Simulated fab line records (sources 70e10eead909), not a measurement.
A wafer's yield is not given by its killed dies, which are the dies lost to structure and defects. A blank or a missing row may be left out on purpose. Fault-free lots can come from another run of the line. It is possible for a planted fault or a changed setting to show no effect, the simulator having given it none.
fab line records ; flow nand-harc
record: lots: 12; wafers: 36; last-day: 32
route steps=1302 shown A_CHANNEL_FILL_D1@500 A_DECK1_JOINT@527 A_ONON_D2@545 END@1302
lots that met no fault: from a run of the same line without faults
start-h: the number of hours between the record's first day and the start of the first shown wafer of the lot ; wait-h: time in hours since the lot's previous step ; " the same as in the row above ; L1.1+2: a single row standing in for several wafers ; - no value, or no start given ; * or withheld: withheld ; < > ~ a bound
route shown NAME@n: NAME is a module with steps in the file, n the number in the route of the first one ; usual: mean/standard deviation taken from wafers without a fault ; same: alike in all rows ; chamber/n: place in a boat ; sites: each site's reading ; _std_site: standard deviation of those values ; _edge_site: mean of outer sites minus mean of inner sites ; radius-mm: for every site, how far away it sits from the centre of the wafer ; mask NAME#n: copy n ; behind: the tool/chamber that last shaped the wafer ; hold: the reason the lot was held/the length of the hold in hours/how it ended ; device: names the non-switching transistor (n, p or np) ; end of line: at the end of the route, the tests of the same wafers ; a step with no rows: only its recipe ; killed: not the wafer's yield, but the dies lost to structure and defects at the first sort ; map: a wafer's dies, x killed, . not, _ none there
set.NAME: the setting as run; set.NAME@STEP: as run at that earlier step ; model.NAME: the simulator's own value behind a step, which no gauge read
steps of the route over a sample of lots; a table a step, a row a wafer
services: the hour from which a tool's chamber was out of use, counted from the record's first day as start-h (under 0 if before that day), plus the number of hours and why
== steps ==
step: NHARC_A_CHANNEL_FILL_D1_ETCHBACK_20
recipe: target-depth-a: 270; time-s: 13.5; c4f8-flow-sccm: withheld; o2-flow-sccm: 8; ar-flow-sccm: withheld; rf-w: 600; bias-w: 1500; chemistry: C4F8/O2/Ar
usual: chamber-pressure-mTorr: 25.000/0.024; oes-product-au: 0.97/0.036; rf-vpp-V: 980/5.1
lot.wafer;tool;chamber;start-h;wait-h;chamber-pressure-mTorr;oes-product-au;rf-hours-counter-h;rf-vpp-V
L283.1;rie-diel-08;3;217.68;-;25.030;0.99;0.7;983
L283.5;rie-diel-08;3;217.68;-;24.976;0.99;-;984
L283.6;rie-diel-08;0;217.68;-;24.987;1.01;-;970
L285.2;rie-diel-10;2;231.16;-;24.994;0.91;6.0;978
L285.4;rie-diel-10;0;231.16;-;25.049;0.90;7.2;979
L285.1;rie-diel-10;1;231.16;-;25.044;0.93;7.1;982
L286.4;rie-diel-08;3;243.06;-;25.007;0.99;2.3;982
L286.3;rie-diel-08;1;243.06;-;24.998;0.99;1.8;988
L286.5;rie-diel-08;3;243.06;-;24.997;0.98;-;982
L288.3;rie-diel-10;1;270.86;-;24.991;0.99;0.2;981
L288.2;rie-diel-10;2;270.86;-;24.935;1.01;0.3;977
L288.1;rie-diel-10;0;270.86;-;24.996;0.98;0.2;977
L290.3;rie-diel-08;3;289.63;-;24.997;0.93;4.4;984
L290.6;rie-diel-08;1;289.63;-;25.022;0.91;-;989
L290.5;rie-diel-08;2;289.63;-;24.994;0.93;-;981
L293.3;rie-diel-10;2;321.36;-;24.981;1.00;4.7;978
L293.5;rie-diel-10;2;321.36;-;24.990;1.00;-;979
L293.6;rie-diel-10;3;321.36;-;24.980;0.99;-;983
L294.3;rie-diel-07;1;330.27;-;24.990;0.99;3.7;975
L294.4;rie-diel-07;3;330.27;-;25.027;1.02;-;976
L294.5;rie-diel-07;1;330.27;-;25.012;0.99;-;975
L296.3;rie-diel-08;3;341.88;-;25.003;0.93;7.6;984
L296.6;rie-diel-08;1;341.88;-;24.978;0.91;-;988
L296.5;rie-diel-08;2;341.88;-;25.034;0.94;-;980
L301.2;rie-diel-08;0;390.15;-;25.032;0.99;0.2;970
L301.1;rie-diel-08;2;390.15;-;25.015;0.99;0.9;980
L301.5;rie-diel-08;0;390.15;-;24.985;1.02;-;970
L302.1;rie-diel-07;3;390.18;-;24.992;1.01;5.4;975
L302.6;rie-diel-07;3;390.18;-;24.958;1.01;-;976
L302.5;rie-diel-07;0;390.18;-;24.984;1.00;-;976
L303.1;rie-diel-10;3;410.72;-;25.013;0.99;10.0;982
L303.2;rie-diel-10;1;410.72;-;25.030;0.98;9.7;980
L303.5;rie-diel-10;2;410.72;-;25.024;0.99;-;977
L305.2;rie-diel-07;0;428.80;-;24.994;0.98;6.7;979
L305.4;rie-diel-07;1;428.80;-;25.007;0.96;6.5;976
L305.3;rie-diel-07;2;428.80;-;25.022;0.94;5.1;986
step: NHARC_A_CHANNEL_FILL_D1_STRIP_29
recipe: time-s: 20; o2-flow-sccm: 500; ar-flow-sccm: 0; bias-w: 0; chemistry: O2
usual: chamber-pressure-mTorr: 60.00/0.056; drypump-motor-current-A: 5.5/0.64; oes-product-au: 0.997/0.011; rf-vpp-V: 57.9/0.9; showerhead-plenum-p-Torr: 3.58/0.13; throttle-valve-pct: 17.036/0.0095
lot.wafer;tool;chamber;start-h;wait-h;chamber-pressure-mTorr;drypump-motor-current-A;oes-product-au;rf-hours-counter-h;rf-vpp-V;showerhead-plenum-p-Torr;throttle-valve-pct
L283.1;rie-diel-10;0;-;-;60.06;5.5;0.983;7.3;57.6;3.51;17.032
L283.5;rie-diel-10;1;-;-;59.90;6.4;0.994;-;58.8;3.60;17.043
L283.6;rie-diel-10;2;-;-;60.06;5.6;0.985;-;56.7;3.53;17.023
L285.1;rie-diel-07;1;-;-;59.94;5.1;0.991;6.3;57.0;3.48;17.040
L285.2;rie-diel-07;2;-;-;59.94;6.0;1.000;6.5;58.4;3.76;17.043
L285.4;rie-diel-07;3;-;-;60.00;6.5;1.011;5.8;57.1;3.47;17.045
L286.3;rie-diel-08;1;-;-;60.02;4.9;0.983;2.3;56.9;3.79;17.049
L286.4;rie-diel-08;0;-;-;60.17;4.9;0.998;2.5;57.4;3.32;17.043
L286.5;rie-diel-08;1;-;-;60.09;4.9;0.984;-;58.3;3.79;17.040
L288.3;rie-diel-08;2;-;-;60.00;5.0;1.014;4.4;58.7;3.59;17.048
L288.2;rie-diel-08;3;-;-;60.07;5.8;0.991;4.4;58.5;3.65;17.040
L288.1;rie-diel-08;1;-;-;60.05;4.9;0.977;5.0;57.8;3.78;17.041
L290.3;rie-diel-08;0;-;-;60.04;4.8;0.995;6.6;56.3;3.32;17.052
L290.5;rie-diel-08;1;-;-;59.92;4.9;0.981;-;59.4;3.78;17.016
L290.6;rie-diel-08;2;-;-;59.99;5.0;1.017;-;57.2;3.58;17.029
L293.3;rie-diel-08;2;-;-;59.94;5.0;1.015;7.8;58.5;3.58;17.020
L293.5;rie-diel-08;3;-;-;59.99;5.8;1.004;-;57.2;3.65;17.038
L293.6;rie-diel-08;0;-;-;59.97;4.9;1.007;-;57.4;3.32;17.036
L294.4;rie-diel-08;2;-;-;59.99;5.1;1.012;8.0;58.5;3.58;17.033
L294.3;rie-diel-08;3;-;-;60.00;5.7;0.996;7.8;58.5;3.65;17.052
L294.5;rie-diel-08;2;-;-;59.98;5.0;1.012;-;58.8;3.58;17.031
L296.3;rie-diel-07;3;-;-;60.04;6.5;1.012;4.3;57.5;3.47;17.045
L296.6;rie-diel-07;0;-;-;60.02;6.7;1.006;-;59.7;3.50;17.031
L296.5;rie-diel-07;1;-;-;59.98;5.1;0.985;-;56.7;3.48;17.028
L302.1;rie-diel-08;3;-;-;59.96;5.7;1.012;1.4;59.2;3.65;17.049
L302.6;rie-diel-08;2;-;-;59.93;5.0;1.002;-;58.8;3.58;17.047
L302.5;rie-diel-08;3;-;-;59.92;5.7;1.010;-;59.8;3.65;17.041
L301.1;rie-diel-07;0;-;-;59.95;6.8;1.013;5.8;57.1;3.50;17.038
L301.2;rie-diel-07;3;-;-;59.94;6.5;1.003;5.6;59.0;3.47;17.035
L301.5;rie-diel-07;0;-;-;59.96;6.7;1.010;-;57.6;3.50;17.025
L303.1;rie-diel-07;1;-;-;60.09;5.1;1.005;6.5;57.6;3.48;17.028
L303.2;rie-diel-07;2;-;-;60.08;6.0;0.999;5.1;57.2;3.76;17.037
L303.5;rie-diel-07;1;-;-;60.02;5.1;1.012;-;57.2;3.47;17.052
L305.2;rie-diel-07;2;-;-;59.84;6.0;1.010;5.8;58.6;3.76;17.027
L305.3;rie-diel-07;3;-;-;60.05;6.5;1.009;7.5;57.5;3.47;17.053
L305.4;rie-diel-07;0;-;-;60.05;6.7;1.017;7.3;56.9;3.50;17.034
step: NHARC_A_DECK1_JOINT_CMP_13
recipe: target-thk-nm: 51.023
usual: motor-current-A: 11.6/1.1; retaining-ring-pressure-frac: 1.000/0.0045; time-to-endpoint-s: 8.3/2.2
lot.wafer;tool;chamber;start-h;wait-h;motor-current-A;retaining-ring-pressure-frac;time-to-endpoint-s
L283.1;cmp-02;1;251.61;0.4;11.3;0.995;9.7
L283.5;cmp-02;1;251.61;0.4;11.4;1.000;10.3
L283.6;cmp-02;2;251.61;0.4;12.2;0.997;10.6
L285.4;cmp-02;1;265.31;0.4;11.6;1.006;9.9
L285.2;cmp-02;3;265.31;0.4;11.8;0.990;9.4
L285.1;cmp-02;0;265.31;0.4;11.8;1.002;8.6
L286.4;cmp-03;2;280.63;0.4;11.3;0.996;9.2
L286.3;cmp-03;3;280.63;0.4;10.4;1.000;10.8
L286.5;cmp-03;1;280.63;0.4;11.3;1.005;8.8
L288.2;cmp-01;2;304.99;0.4;12.6;1.000;8.2
L288.1;cmp-01;0;304.99;0.4;11.2;0.997;8.7
L288.3;cmp-01;1;304.99;0.4;10.9;0.992;8.9
L290.3;cmp-01;0;323.81;0.4;11.5;1.000;7.2
L290.5;cmp-01;0;323.81;0.4;11.2;1.005;8.4
L290.6;cmp-01;1;323.81;0.4;11.0;1.003;7.8
L293.3;cmp-02;2;359.01;0.4;12.2;1.000;6.6
L293.6;cmp-02;3;359.01;0.4;11.4;1.001;8.0
L293.5;cmp-02;0;359.01;0.4;10.9;1.000;8.5
L294.4;cmp-01;3;364.08;0.4;11.4;1.007;9.3
L294.3;cmp-01;0;364.08;0.4;11.2;1.002;8.8
L294.5;cmp-01;0;364.08;0.4;10.4;0.996;9.3
L296.3;cmp-02;1;376.14;0.4;12.3;0.997;5.3
L296.6;cmp-02;3;376.14;0.4;11.5;1.000;8.9
L296.5;cmp-02;0;376.14;0.4;11.2;0.994;9.2
L301.2;cmp-03;3;423.90;0.4;9.9;0.997;8.6
L301.1;cmp-03;0;423.90;0.4;15.3;1.002;8.9
L301.5;cmp-03;0;423.90;0.4;14.9;0.995;7.7
L302.1;cmp-01;0;423.95;0.4;11.2;1.005;8.8
L302.6;cmp-01;2;423.95;0.4;12.0;0.998;7.2
L302.5;cmp-01;3;423.95;0.4;11.4;0.997;12.0
L303.1;cmp-03;3;445.00;0.4;10.0;0.998;7.8
L303.2;cmp-03;0;445.00;0.4;14.6;0.997;5.3
L303.5;cmp-03;3;445.00;0.4;10.6;0.998;7.4
L305.2;cmp-03;0;464.74;0.4;13.9;0.996;11.0
L305.4;cmp-03;1;464.74;0.4;11.0;1.007;6.8
L305.3;cmp-03;2;464.74;0.4;11.2;1.003;11.1
step: NHARC_A_ONON_D2_DEP_00
recipe: target-thk-a: 10000; n2-flow-sccm: 2750; n2o-flow-sccm: 2000; nh3-flow-sccm: 500; sih4-flow-sccm: 210; temp-c: 400
usual: sih4-flow-sccm: 209.8/0.59
lot.wafer;tool;chamber;start-h;wait-h;sih4-flow-sccm
L283.1;pecvd-onon-04;0;274.31;0.1;209.7
L283.5;pecvd-onon-04;0;274.31;0.1;210.1
L283.6;pecvd-onon-04;0;274.31;0.1;210.0
L285.1;pecvd-onon-04;0;284.29;0.1;209.1
L285.2;pecvd-onon-04;0;284.29;0.1;209.6
L285.4;pecvd-onon-04;0;284.29;0.1;209.3
L286.3;pecvd-onon-04;0;307.13;0.2;209.1
L286.4;pecvd-onon-04;0;307.13;0.2;209.6
L286.5;pecvd-onon-04;0;307.13;0.2;209.1
L288.1;pecvd-onon-01;0;331.57;0.1;210.0
L288.2;pecvd-onon-01;0;331.57;0.1;209.9
L288.3;pecvd-onon-01;0;331.57;0.1;210.6
L290.3;pecvd-onon-04;0;350.55;0.2;208.6
L290.5;pecvd-onon-04;0;350.55;0.2;209.1
L290.6;pecvd-onon-04;0;350.55;0.2;208.8
L293.3;pecvd-onon-04;0;382.19;0.2;209.5
L293.5;pecvd-onon-04;0;382.19;0.2;209.7
L293.6;pecvd-onon-04;0;382.19;0.2;208.5
L294.3;pecvd-onon-01;0;392.57;0.2;210.3
L294.4;pecvd-onon-01;0;392.57;0.2;210.0
L294.5;pecvd-onon-01;0;392.57;0.2;209.6
L296.3;pecvd-onon-04;0;399.49;0.2;209.7
L296.5;pecvd-onon-04;0;399.49;0.2;209.9
L296.6;pecvd-onon-04;0;399.49;0.2;209.5
L302.1;pecvd-onon-03;0;446.72;0.1;210.1
L302.5;pecvd-onon-03;0;446.72;0.1;210.6
L302.6;pecvd-onon-03;0;446.72;0.1;210.3
L301.1;pecvd-onon-01;0;446.89;0.1;209.6
L301.2;pecvd-onon-01;0;446.89;0.1;210.5
L301.5;pecvd-onon-01;0;446.89;0.1;210.0
L303.1;pecvd-onon-04;0;467.84;0.1;210.1
L303.2;pecvd-onon-04;0;467.84;0.1;209.8
L303.5;pecvd-onon-04;0;467.84;0.1;209.9
L305.2;pecvd-onon-04;0;488.13;0.1;209.4
L305.3;pecvd-onon-04;0;488.13;0.1;209.1
L305.4;pecvd-onon-04;0;488.13;0.1;209.3
step: NHARC_A_ONON_D2_THK_MEAS_02
recipe: thk-meas-gauge: ellipsometry
usual: thk-nm: 1004/7.1
lot.wafer;tool;chamber;start-h;wait-h;thk-nm
L283.1;film-metro-01;-;274.81;-;990
L283.5;film-metro-01;-;274.81;-;992
L283.6;film-metro-01;-;274.81;-;992
L285.1;film-metro-01;-;284.80;-;1010
L285.2;film-metro-01;-;284.80;-;1012
L285.4;film-metro-01;-;284.80;-;1014
L286.3;film-metro-02;-;307.53;-;994
L286.4;film-metro-02;-;307.53;-;995
L286.5;film-metro-02;-;307.53;-;997
L288.1;film-metro-02;-;332.08;-;996
L288.2;film-metro-02;-;332.08;-;996
L288.3;film-metro-02;-;332.08;-;997
L290.3;film-metro-01;-;350.94;-;998
L290.5;film-metro-01;-;350.94;-;998
L290.6;film-metro-01;-;350.94;-;996
L293.3;film-metro-01;-;382.59;-;995
L293.5;film-metro-01;-;382.59;-;1598
L293.6;film-metro-01;-;382.59;-;996
L294.3;film-metro-01;-;392.96;-;1017
L294.4;film-metro-01;-;392.96;-;1018
L294.5;film-metro-01;-;392.96;-;1018
L296.3;film-metro-01;-;399.89;-;1007
L296.5;film-metro-01;-;399.89;-;1608
L296.6;film-metro-01;-;399.89;-;1006
L302.1;film-metro-01;-;447.23;-;999
L302.5;film-metro-01;-;447.23;-;999
L302.6;film-metro-01;-;447.23;-;998
L301.1;film-metro-02;-;447.40;-;1011
L301.2;film-metro-02;-;447.40;-;1009
L301.5;film-metro-02;-;447.40;-;1010
L303.1;film-metro-01;-;468.35;-;1006
L303.2;film-metro-01;-;468.35;-;1005
L303.5;film-metro-01;-;468.35;-;1005
L305.2;film-metro-01;-;488.58;-;1002
L305.3;film-metro-01;-;488.58;-;1002
L305.4;film-metro-01;-;488.58;-;1002
step: NHARC_END_SORT_01
recipe: temp-c: 25
usual: killed-at-array: 55/19; killed-at-other: 0.8/1.1; killed-at-periphery: 4.0/2.6; killed-dies: 60/20; killed-open: 3.4/1.7; killed-short: 2.6/1.5
same: gross-dies: 677
lot.wafer;tool;chamber;start-h;wait-h;killed-at-array;killed-at-other;killed-at-periphery;killed-dies;killed-open;killed-short
L293.3;prober-02;0;676.23;3.1;56;1;5;62;5;5
L293.5;prober-02;0;677.87;3.8;671;0;6;677;2;6
L293.6;prober-02;0;678.70;4.1;59;0;3;62;5;2
L296.3;prober-01;0;684.05;3.1;55;0;4;59;5;3
L296.5;prober-01;0;685.66;3.7;676;1;0;677;3;2
L296.6;prober-01;0;686.47;4.0;60;0;4;64;2;2
killed by level:class
L293.3 A_CHANNEL_HOLE_D1:chamber-film-flake=28 A_STAIRCASE:chamber-film-flake=13 A_CHANNEL_HOLE_D2:chamber-film-flake=3 A_ONON_D2:geometric-particle:short=2 A_SGD_CUT:chamber-film-flake=2 P_STI:geometric-particle:open=1 P_CONTACT:geometric-particle:open=1 P_M0:geometric-particle:open=1
L293.5 A_ONON_D2:area-dep=620 A_CHANNEL_HOLE_D1:chamber-film-flake=29 A_STAIRCASE:chamber-film-flake=10 A_CHANNEL_FILL_D2:geometric-particle:short=2 P_GATE:chamber-film-flake=2 P_M2:chamber-film-flake=2 A_CHANNEL_HOLE_D2:chamber-film-flake=2 A_WL_FILL:chamber-film-flake=2
L293.6 A_CHANNEL_HOLE_D1:chamber-film-flake=32 A_STAIRCASE:chamber-film-flake=11 A_CHANNEL_HOLE_D2:chamber-film-flake=5 A_SLIT:chamber-film-flake=2 P_M0:geometric-particle:open=1 A_DECK1_JOINT:geometric-particle:short=1 A_ONON_D2:geometric-particle:open=1 A_ONON_D2:geometric-particle:short=1
L296.3 A_SLIT:chamber-film-flake=28 A_CHANNEL_HOLE_D2:chamber-film-flake=6 A_STAIRCASE:chamber-film-flake=5 P_M2:chamber-film-flake=3 A_CHANNEL_FILL_D2:chamber-film-flake=3 A_CHANNEL_HOLE_D1:chamber-film-flake=2 A_CONTACT:chamber-film-flake=2 A_ONON_D1:geometric-particle:open=1
L296.5 A_ONON_D2:area-dep=616 A_SLIT:chamber-film-flake=27 A_CHANNEL_HOLE_D2:chamber-film-flake=11 A_CHANNEL_HOLE_D1:chamber-film-flake=8 A_STAIRCASE:chamber-film-flake=3 A_WL_FILL:chamber-film-flake=3 A_CONTACT:chamber-film-flake=2 A_ONON_D2:geometric-particle:short=1
L296.6 A_SLIT:chamber-film-flake=33 A_CHANNEL_HOLE_D1:chamber-film-flake=7 A_CHANNEL_HOLE_D2:chamber-film-flake=4 A_STAIRCASE:chamber-film-flake=4 A_WL_FILL:chamber-film-flake=3 A_DECK1_JOINT:chamber-film-flake=2 A_CHANNEL_FILL_D2:chamber-film-flake=2 A_CONTACT:chamber-film-flake=2
== services ==
tool;chamber;start-h;hours;kind
rie-diel-10;0;207.71;4.6;repair
cmp-03;-;223.71;0.4;repair
cmp-02;-;232.50;4.0;pm
rie-diel-10;-;242.50;9.0;pm
cmp-03;-;260.33;4.0;pm
cmp-02;-;260.38;0.3;repair
cmp-01;-;280.31;1.3;repair
cmp-01;-;284.03;4.0;pm
rie-diel-07;-;294.22;9.0;pm
rie-diel-08;1;300.44;2.5;repair
cmp-02;-;306.59;4.2;repair
pecvd-onon-04;-;311.00;13.0;pm
rie-diel-07;2;322.94;11.5;repair
cmp-02;-;330.50;4.0;pm
cmp-03;-;343.09;0.4;repair
rie-diel-08;-;356.37;1.3;repair
rie-diel-08;-;367.80;9.0;pm
rie-diel-10;-;419.50;9.0;pm
rie-diel-07;1;433.42;6.1;repair
rie-diel-08;0;445.54;3.9;repair
rie-diel-07;3;454.86;43.5;repair
rie-diel-07;1;464.38;9.9;repair
rie-diel-07;0;471.01;6.8;repair
rie-diel-07;-;471.22;9.0;pm
== key ==
first-sign: step: NHARC_A_ONON_D2_THK_MEAS_02; reading: thk-nm; direction: up; sigmas: 84; usual: 1004; struck: 1603
effect: step: NHARC_END_SORT_01; reading: killed-at-array; direction: up; sigmas: 32; usual: 55; struck: 674
more-kills-born-at: NHARC_A_ONON_D2_DEP_00@pecvd-onon-04: 1236
met-at NHARC_A_ONON_D2_DEP_00
struck-lots L293,L296
struck-wafers L293.5,L296.5
later-rows-left-out L293.5,L296.5
tester-left-out L293,L296
not-acting-at NHARC_A_CHANNEL_FILL_D1_ETCHBACK_20,NHARC_A_CHANNEL_FILL_D1_STRIP_29,NHARC_A_DECK1_JOINT_CMP_13
onset-between 350.55 382.19
fault: kind: process-parameter-drift; tool: pecvd-onon-04; chamber: -; onset-h: 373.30; steps: NHARC_A_ONON_D2_DEP_00; channel: target-thk-a; offset: *; shape: step; end-h: 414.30; scope: struck-wafers-only; acts-in: *; stated: *
tester-left-out: of these lots the tester's yield and bins aren't shown, on N5 and GAA mostly nor the transistor test; their killed dies are dies lost to structure and defects alone, not to doping, threshold or leakage, so they don't give the yield
later-rows-left-out: the simulator's readings of these wafers behind a module that went badly wrong aren't trusted and aren't shown, but for the sort
